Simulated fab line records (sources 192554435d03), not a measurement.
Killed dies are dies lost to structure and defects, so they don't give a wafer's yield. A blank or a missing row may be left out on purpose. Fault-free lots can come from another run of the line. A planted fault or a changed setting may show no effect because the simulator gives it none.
Which tool did it? :: flow n5 finfet :: 11 lots, 30 wafers sampled, at 2 steps of a route of 1938

WHAT THE GAUGES READ, wafer by wafer
N5_MIM_BOT_LITHO_CD_MEAS_08: the cd target is 3000 nm. Usual: 2998.9 nm for cd nm, sd 2.5.
lot: L427
measured: day 13 01:44
on: cd sem-02
cd nm (nm): 2998.1 2996.3 2997.3
flag: 

lot: L428
measured: day 12 13:29
on: cd sem-02
cd nm (nm): 2992.8 2999.3 2995.9
flag: 

lot: L429
measured: day 13 19:37
on: cd sem-03
cd nm (nm): 2999.4 2996.4 2998.6
flag: 

lot: L431
measured: day 13 06:25
on: cd sem-01
cd nm (nm): 2995.3 2996.4 2999.0
flag: 

lot: L432
measured: day 13 19:39
on: cd sem-02
cd nm (nm): 2996.1 2996.8 2997.3
flag: 

lot: L434
measured: day 13 21:56
on: cd sem-01
cd nm (nm): 2998.0 2999.7 2996.9
flag: 

lot: L436
measured: day 14 13:19
on: cd sem-01
cd nm (nm): 2998.6 2998.3
flag: 

lot: L438
measured: day 14 15:34
on: cd sem-01
cd nm (nm): 3004.2 3002.5
flag: 

lot: L443
measured: day 16 05:07
on: cd sem-03
cd nm (nm): 3001.5 3000.4
flag: 

lot: L445
measured: day 16 23:49
on: cd sem-02
cd nm (nm): 2999.0 3001.3 3000.0
flag: 

lot: L448
measured: day 17 18:37
on: cd sem-01
cd nm (nm): 3003.0 3002.2 2996.9
flag: 

WHAT TOOL EACH LOT RAN ON (gives the tool, then ch and the chambers of the sampled wafers, and finally the start)
lot: L427
N5_HKMG_FIN_PRECLEAN_83: wet bench-03 ch 1,3,4, day 4 08:08

lot: L428
N5_HKMG_FIN_PRECLEAN_83: wet bench-04 ch 4,6,7, day 4 15:43

lot: L429
N5_HKMG_FIN_PRECLEAN_83: wet bench-04 ch 1,2,3, day 4 21:23

lot: L431
N5_HKMG_FIN_PRECLEAN_83: wet bench-03 ch 1,5,6, day 5 06:41

lot: L432
N5_HKMG_FIN_PRECLEAN_83: wet bench-04 ch 2,3,7, day 5 14:58

lot: L434
N5_HKMG_FIN_PRECLEAN_83: wet bench-04 ch 2,5,6, day 6 03:18

lot: L436
N5_HKMG_FIN_PRECLEAN_83: wet bench-03 ch 4,6, day 6 19:04

lot: L438
N5_HKMG_FIN_PRECLEAN_83: wet bench-06 ch 1,4, day 7 01:56

lot: L443
N5_HKMG_FIN_PRECLEAN_83: wet bench-04 ch 3,7, day 8 06:00

lot: L445
N5_HKMG_FIN_PRECLEAN_83: wet bench-04 ch 1,5,6, day 8 18:48

lot: L448
N5_HKMG_FIN_PRECLEAN_83: wet bench-04 ch 3,5,6, day 9 14:20
- N5_HKMG_FIN_PRECLEAN_83: cleans in DIW, time 57.5 s.

AS READ BY THE TOOLS THEMSELVES (means over the sampled wafers that have a number; for cases with no such wafer, the mark the record gives instead)
The record holds no such reading with a usual standard deviation.

THE ANSWER, worked out from the rows above alone
Rule: a lot is off if the mean of its wafers that have a number lies more than 3 standard deviations from the usual mean. Also off: a lot with no number at a reading for which 4 or more lots have one. Where the step has rows for the other lots, those lots are counted as sound. First the gauges in route order, then the tools' own readings, where a lot's mean is used as printed above. At the first step where some lot is off, the reading lying furthest off is the one used; lots without a number count as furthest.
None of the lots is off at any reading shown; this tells nothing.

WHAT THE SIMULATOR PUT IN
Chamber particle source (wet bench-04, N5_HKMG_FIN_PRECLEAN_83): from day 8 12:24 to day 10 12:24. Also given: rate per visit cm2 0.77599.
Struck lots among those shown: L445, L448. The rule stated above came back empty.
